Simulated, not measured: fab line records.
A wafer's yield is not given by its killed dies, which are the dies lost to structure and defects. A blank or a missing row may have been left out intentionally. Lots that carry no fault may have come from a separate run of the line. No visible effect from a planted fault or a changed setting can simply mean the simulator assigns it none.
Which tool did it? ; flow n5 finfet ; 11 lots with 33 wafers sampled at 5 steps, on a route of 1938 steps

== WHAT THE GAUGES SHOWED, per wafer ==
N5_BEOL_M0_RS_MEAS_126: uses a four-point probe to measure.
lot;measured;on;M0_RS (ohm/sq)
L075;day 6 08:37;film metro-01;0.539 0.531 0.512
L077;day 7 00:35;film metro-01;0.540 0.527 0.525
L079;day 7 11:01;film metro-02;0.552 0.535 0.546
L081;day 7 21:59;film metro-02;0.544 0.540 0.528
L083;day 8 07:14;film metro-01;0.546 0.522 0.526
L085;day 8 21:23;film metro-02;0.532 0.524 0.496
L087;day 9 08:40;film metro-02;0.524 0.549 0.522
L089;day 9 16:37;film metro-01;0.543 0.498 0.531
L091;day 10 19:15;film metro-01;0.504 0.518 0.500
L092;day 11 05:46;film metro-02;0.548 0.549 0.534
L096;day 11 12:50;film metro-02;0.533 0.558 0.540

== TOOL THAT RAN EACH LOT (tool first, then ch and the chambers of the sampled wafers, then the start) ==
lot;N5_BEOL_M0_SAQP_STRIP_75;N5_BEOL_M0_STRIP_104;N5_BEOL_M0_ETCH_128;N5_BEOL_M0_ANNEAL_117
L075;rie diel-03 ch 1,3, day 5 22:37;rie diel-04 ch 0,1,2, day 6 02:11;rie diel-01 ch 0,2, day 6 03:58;pvd sputter-03, day 6 07:13
L077;rie diel-06 ch 0,2,3, day 6 17:04;rie diel-02 ch 1,2, day 6 19:43;rie diel-02 ch 1,2, day 6 20:13;pvd sputter-03, day 6 23:15
L079;rie diel-05 ch 1,2,3, day 7 05:58;rie diel-04 ch 0,2,3, day 7 07:21;rie diel-04 ch 0,1,3, day 7 07:28;pvd sputter-01, day 7 09:16
L081;rie diel-06 ch 0,1,2, day 7 14:07;rie diel-04 ch 2,3, day 7 16:42;rie diel-01 ch 0,2,3, day 7 17:26;pvd sputter-03, day 7 20:37
L083;rie diel-06 ch 1,3, day 7 23:05;rie diel-02 ch 0,1,3, day 8 01:14;rie diel-01 ch 0,2, day 8 01:32;pvd sputter-02, day 8 05:53
L085;rie diel-05 ch 0,1,2, day 8 13:26;rie diel-02 ch 0,1,2, day 8 16:52;rie diel-04 ch 0,2,3, day 8 17:05;pvd sputter-02, day 8 20:04
L087;rie diel-03 ch 0,1,2, day 9 03:24;rie diel-02 ch 1,3, day 9 04:50;rie diel-02 ch 0,1,2, day 9 04:57;pvd sputter-03, day 9 07:17
L089;rie diel-03 ch 0,2, day 9 11:52;rie diel-04 ch 0,1,2, day 9 13:08;rie diel-04 ch 1,2, day 9 13:22;pvd sputter-01, day 9 15:17
L091;rie diel-06 ch 1,2, day 10 11:37;rie diel-02 ch 0,1, day 10 14:44;rie diel-04 ch 0,1, day 10 14:56;pvd sputter-02, day 10 17:52
L092;rie diel-03 ch 0,1,3, day 10 22:16;rie diel-01 ch 0,1,3, day 11 00:29;rie diel-02 ch 1,2,3, day 11 00:50;pvd sputter-02, day 11 03:53
L096;rie diel-05 ch 0,1,2, day 11 06:42;rie diel-04 ch 0,2,3, day 11 09:58;rie diel-04 ch 1,2, day 11 10:06;pvd sputter-02, day 11 11:29
- N5_BEOL_M0_SAQP_STRIP_75: strips in CF4.
- N5_BEOL_M0_STRIP_104: strips in N2/H2.
- N5_BEOL_M0_ETCH_128: etches SiCN in CF4/N2, target depth 12 nm, overetch 5.1 nm, time 21.4 s.
- N5_BEOL_M0_ANNEAL_117: time 60 s.

== THE ANSWER, worked out from the rows above alone ==
Rule: what is usual is taken from the lots themselves. The widest of any qualifying gaps counts: lots, ordered by their means at a reading, are off when they make up no more than a third of the lots, leave a main group of 4 or more, and stand apart from it by 3 or more times the standard deviation of that group's means. The tables above print the reading to a certain number of digits; a main group whose means all agree to those digits is not used. Also off: a lot with no number at a reading for which 4 or more lots have one. The other lots that the step has rows for count as sound.
Nothing can be told from this: no lot is off at any reading shown.

== WHAT THE SIMULATOR PUT IN ==
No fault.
